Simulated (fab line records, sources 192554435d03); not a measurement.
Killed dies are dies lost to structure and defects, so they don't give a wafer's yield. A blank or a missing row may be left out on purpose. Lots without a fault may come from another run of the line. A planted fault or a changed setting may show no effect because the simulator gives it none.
Split-lot experiment | flow n5_finfet | 7 lots, 39 wafers read, on a route of 1938 steps

THE SPLIT
At N5_MOL_CONTACT_COAG_ETCH_15 (etches SiNx in CH3F/O2, stops on Si:P, target depth 7 nm), the setting target_depth_a was moved away from the recipe's 70 angstrom on 9 of the 39 wafers read, by -53.3% to +17.1%. The other wafers ran this setting at the recipe's value.

The file shows no step between the split and the reading.

THE READING
SOC_of_MOL_CONTACT_COAG_COAT_103.thk_nm (the simulator's own value, which no gauge read), in nm, at N5_MOL_CONTACT_COAG_ETCH_110 (etches Si in CF4/O2, target depth 2.5 nm, time 8 s). The file gives no usual value for it. The 30 wafers here that ran the recipe average 73.8 nm, standard deviation 0.19 nm.

wafer  | tool, chamber at the split | target_depth_a as run, angstrom | against the recipe | SOC_of_MOL_CONTACT_COAG_COAT_103.thk_nm, nm | against lot-mates on the recipe
L078.1 | rie_diel-03, 2,3           | 70                              | recipe             | 73.8                                        | -
L078.4 | rie_diel-03, 1             | 70                              | recipe             | 73.8                                        | -
L078.2 | rie_diel-03, 2,3           | 70                              | recipe             | 74                                          | -
L080.1 | rie_diel-02, 2,1           | 70                              | recipe             | 73.8                                        | -
L080.2 | rie_diel-02, 1             | 70                              | recipe             | 73.8                                        | -
L080.3 | rie_diel-02, 0             | 32.7                            | -53.3%             | 75.8                                        | +2.1
L080.4 | rie_diel-02, 0             | 32.7                            | -53.3%             | 75.8                                        | +2.1
L080.6 | rie_diel-02, 2             | 32.7                            | -53.3%             | 75.8                                        | +2.1
L080.5 | rie_diel-02, 2,1           | 70                              | recipe             | 73.6                                        | -
L081.1 | rie_diel-02, 2,1,2         | 70                              | recipe             | 73.8                                        | -
L081.3 | rie_diel-02, 1             | 70                              | recipe             | 73.8                                        | -
L081.4 | rie_diel-02, 2,1,2         | 70                              | recipe             | 73.8                                        | -
L081.5 | rie_diel-02, 2,1,2         | 70                              | recipe             | 73.8                                        | -
L081.2 | rie_diel-02, 0             | 70                              | recipe             | 74                                          | -
L081.6 | rie_diel-02, 0             | 70                              | recipe             | 74                                          | -
L084.1 | rie_diel-02, 0             | 81.95                           | +17.1%             | 73.2                                        | -0.4
L084.5 | rie_diel-02, 0             | 81.95                           | +17.1%             | 73.2                                        | -0.4
L084.2 | rie_diel-02, 3,1,1         | 70                              | recipe             | 73.6                                        | -
L084.4 | rie_diel-02, 3,1,1         | 70                              | recipe             | 73.6                                        | -
L084.6 | rie_diel-02, 3,1,1         | 70                              | recipe             | 73.6                                        | -
L084.3 | rie_diel-02, 2             | 81.95                           | +17.1%             | 72.8                                        | -0.8
L088.1 | rie_diel-06, 0,1           | 70                              | recipe             | 73.8                                        | -
L088.2 | rie_diel-06, 0,1           | 70                              | recipe             | 73.8                                        | -
L088.4 | rie_diel-06, 3,2,3         | 70                              | recipe             | 73.8                                        | -
L088.5 | rie_diel-06, 3,2,3         | 70                              | recipe             | 73.8                                        | -
L088.6 | rie_diel-06, 3,2,3         | 70                              | recipe             | 73.8                                        | -
L088.3 | rie_diel-06, 2             | 70                              | recipe             | 73.4                                        | -
L093.1 | rie_diel-03, 1,2           | 51.54                           | -26.4%             | 74.8                                        | +0.9
L093.3 | rie_diel-03, 1,2           | 51.54                           | -26.4%             | 74.8                                        | +0.9
L093.2 | rie_diel-03, 3,0           | 70                              | recipe             | 74                                          | -
L093.4 | rie_diel-03, 3,0           | 70                              | recipe             | 73.8                                        | -
L093.5 | rie_diel-03, 3             | 70                              | recipe             | 73.8                                        | -
L093.6 | rie_diel-03, 0             | 51.54                           | -26.4%             | 74.6                                        | +0.7
L094.1 | rie_diel-02, 2,3           | 70                              | recipe             | 73.8                                        | -
L094.5 | rie_diel-02, 2,3           | 70                              | recipe             | 73.8                                        | -
L094.2 | rie_diel-02, 0             | 70                              | recipe             | 74                                          | -
L094.3 | rie_diel-02, 3             | 70                              | recipe             | 73.4                                        | -
L094.4 | rie_diel-02, 0             | 70                              | recipe             | 74.4                                        | -
L094.6 | rie_diel-02, 2             | 70                              | recipe             | 73.6                                        | -
Where a row lists several chambers, the file gives one row for several wafers and doesn't say which wafer went through which chamber.

THE FIT
A straight line over all 39 wafers: SOC_of_MOL_CONTACT_COAG_COAT_103.thk_nm changes by -0.0379 nm for each +1% of target_depth_a; r = -0.96; the points scatter about the line by 0.18 nm.
The same after taking each lot's own level away (the mean of its wafers on the recipe; 39 wafers): -0.037 nm for each +1%; r = -0.96; scatter 0.17 nm.
On that fit, the largest move of target_depth_a shifts the reading by 2 nm.
The lots' own levels span 73.60 to 73.87 nm, that is 1.4 times the standard deviation above.
So the lot-to-lot level changes the slope little: the two slopes agree.
Check: with one of the wafers moved furthest among these (-53.3%) left out of the fit, the line predicts +1.95 nm for it against its lot-mates. It came out at +2.07 nm against them.

OTHER SPLITS ON THESE WAFERS
These wafers also went through other splits before the reading. Each is held against what the fit with the lots' levels taken away leaves over:
other split on the same wafers     | wafers away from the commonest value | r with SOC_of_MOL_CONTACT_COAG_COAT_103.thk_nm (lot level and that fit taken away)
N5_FIN_SAQP_ETCH_65 time_s         | 12                                   | -0.04
N5_DUMMY_GATE_HM_DEP_06 time_s     | 30                                   | +0.14
N5_HKMG_FIN_ETCH_86 target_depth_a | 6                                    | -0.03

THE WHOLE CHAIN: every reading that the file lists as answering this split, in the file's order
step                         | what it does                                             | reading                                                                                  | change (the file's fit)                | r (the file's)
N5_MOL_CONTACT_COAG_ETCH_15  | etches SiNx in CH3F/O2, stops on Si:P, target depth 7 nm | SOC_of_MOL_CONTACT_COAG_COAT_103.thk_nm (the simulator's own value, which no gauge read) | -0.0354 nm for each +1% of the setting | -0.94
N5_MOL_CONTACT_COAG_ETCH_110 | etches Si in CF4/O2, target depth 2.5 nm, time 8 s       | SOC_of_MOL_CONTACT_COAG_COAT_103.thk_nm (the simulator's own value, which no gauge read) | -0.0371 nm for each +1% of the setting | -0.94

THE FILE'S OWN FIT
SOC_of_MOL_CONTACT_COAG_COAT_103.thk_nm changes by -0.0371 nm for each +1% of target_depth_a, r = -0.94.
